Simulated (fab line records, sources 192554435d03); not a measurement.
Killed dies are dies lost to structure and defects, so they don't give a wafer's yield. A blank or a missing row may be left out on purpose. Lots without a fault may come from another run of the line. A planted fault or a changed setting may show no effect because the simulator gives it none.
Chamber matching | flow n5_finfet | N5_BEOL_M10_STRIP_36 on rie_diel-06: 4 sister chambers
The step strips in N2/H2. 20 wafers are shown with their chamber, then 10 later ones without.

WAFERS WITH THEIR CHAMBER
wafer  | chamber | showerhead_plenum_p_Torr (Torr) | throttle_valve_pct (%) | oes_product_au (a.u.)
L075.3 | 1       | 2.48                            | 23.7                   | 0.68
L075.4 | 2       | 2.57                            | 24.0                   | 0.86
L075.6 | 1       | 2.48                            | 23.7                   | 0.68
L080.1 | 3       | 2.49                            | 23.6                   | 0.96
L080.4 | 2       | 2.57                            | 24.0                   | 0.87
L080.5 | 1       | 2.48                            | 23.7                   | 0.67
L078.1 | 0       | 2.42                            | 23.2                   | 0.75
L078.4 | 2       | 2.57                            | 24.0                   | 0.85
L078.5 | 0       | 2.42                            | 23.2                   | 0.74
L084.2 | 3       | 2.48                            | 23.6                   | 0.91
L084.5 | 2       | 2.57                            | 24.0                   | 0.85
L084.6 | 3       | 2.48                            | 23.6                   | 0.93
L083.3 | 0       | 2.41                            | 23.2                   | 0.73
L083.5 | 0       | 2.41                            | 23.2                   | 0.75
L083.6 | 1       | 2.47                            | 23.4                   | 0.92
L089.1 | 0       | 2.41                            | 23.2                   | 0.73
L089.3 | 2       | 2.56                            | 24.0                   | 0.84
L089.5 | 2       | 2.56                            | 24.1                   | 0.83
L091.1 | 2       | 2.56                            | 24.0                   | 0.84
L091.4 | 3       | 2.48                            | 23.6                   | 0.89

SIGNATURES (means of the wafers above)
reading                  | chamber 0 | chamber 1 | chamber 2 | chamber 3 | scatter within a chamber
showerhead_plenum_p_Torr | 2.4140    | 2.4775    | 2.5657    | 2.4825    | 0.00525
throttle_valve_pct       | 23.200    | 23.625    | 24.014    | 23.600    | 0.069
oes_product_au           | 0.7400    | 0.7375    | 0.8486    | 0.9225    | 0.0551
Rule: a wafer's distance from a chamber is the root of the sum, over the readings, of the square of ((its reading less the chamber's mean) divided by the reading's scatter). The wafer belongs to the nearest chamber; if the next one is less than 2 further off, it can't be placed. The scatter: the root of (the sum of the squares of (reading less its chamber's mean) over the shown wafers, divided by (wafers less chambers)).

WAFERS WITHOUT THEIR CHAMBER
wafer  | showerhead_plenum_p_Torr (Torr) | throttle_valve_pct (%) | oes_product_au (a.u.)
L091.5 | 2.48                            | 23.6                   | 0.88
L093.2 | 2.48                            | 23.6                   | 0.88
L093.3 | 2.41                            | 23.2                   | 0.72
L093.6 | 2.48                            | 23.6                   | 0.86
L094.1 | 2.47                            | 23.5                   | 0.89
L094.2 | 2.41                            | 23.2                   | 0.75
L094.4 | 2.48                            | 23.6                   | 0.90
L096.1 | 2.46                            | 23.5                   | 0.88
L096.3 | 2.40                            | 23.2                   | 0.72
L096.5 | 2.46                            | 23.5                   | 0.89

WHICH CHAMBER EACH WENT THROUGH
wafer  | from the rows above     | in truth
L091.5 | can't be placed: 3 or 1 | 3
L093.2 | can't be placed: 3 or 1 | 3
L093.3 | 0                       | 0
L093.6 | can't be placed: 3 or 1 | 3
L094.1 | can't be placed: 3 or 1 | 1
L094.2 | 0                       | 0
L094.4 | 3                       | 3
L096.1 | can't be placed: 3 or 1 | 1
L096.3 | 0                       | 0
L096.5 | can't be placed: 3 or 1 | 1
Placed correctly: 4 of 10. Can't be placed from these rows: 6 (the true chamber is among the candidates in 6). Placed wrongly: 0.
